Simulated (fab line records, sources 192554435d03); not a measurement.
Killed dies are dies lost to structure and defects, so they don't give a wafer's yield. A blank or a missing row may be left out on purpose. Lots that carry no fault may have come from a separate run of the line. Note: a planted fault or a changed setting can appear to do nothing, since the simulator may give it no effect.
Matching of chambers | flow n5Finfet | N5_BEOL_M13_DESCUM_15 on rieDiel-02: 4 sister chambers
The step chemistry O2, time 7.9 s. 7 wafers are shown with their chamber, then 7 later ones without.

EACH WAFER AND ITS CHAMBER
wafer  | chamber | drypumpMotorCurrentA (A) | showerheadPlenumPTorr (Torr)
L074.1 | 3       | 6.5                      | 2.21
L074.5 | 2       | 6.6                      | 2.11
L076.2 | 2       | 6.6                      | 2.11
L085.5 | 1       | 5.4                      | 2.09
L085.6 | 0       | 5.2                      | 2.05
L086.1 | 1       | 5.4                      | 2.08
L086.2 | 0       | 5.1                      | 2.05

WAFERS WITH NO CHAMBER GIVEN
wafer  | drypumpMotorCurrentA (A) | showerheadPlenumPTorr (Torr)
L086.5 | 5.1                      | 2.05
L087.2 | 6.6                      | 2.10
L087.4 | 5.4                      | 2.08
L087.6 | 6.6                      | 2.10
L095.2 | 6.6                      | 2.10
L095.4 | 6.6                      | 2.20
L095.5 | 6.6                      | 2.10

WHICH CHAMBER EACH ONE RAN IN
wafer  | from the rows above | in truth
L086.5 | 0                   | 0
L087.2 | 2                   | 2
L087.4 | 1                   | 1
L087.6 | 2                   | 2
L095.2 | 2                   | 2
L095.4 | 3                   | 3
L095.5 | 2                   | 2
Correct placement for 7 of the 7. From these rows, 0 cannot be placed. 0 placed wrongly.
How it was worked out, from the rows above alone: a wafer's distance from a chamber is the root of the sum, over the readings, of the square of ((its reading less the chamber's mean) divided by the reading's scatter). If the next closest chamber is less than 2 further off than the closest, the wafer can't be placed; otherwise it belongs to the closest. A chamber's mean is the mean of its shown wafers. The scatter: the root of (the sum of the squares of (reading less its chamber's mean) over the shown wafers, divided by (wafers less chambers)).
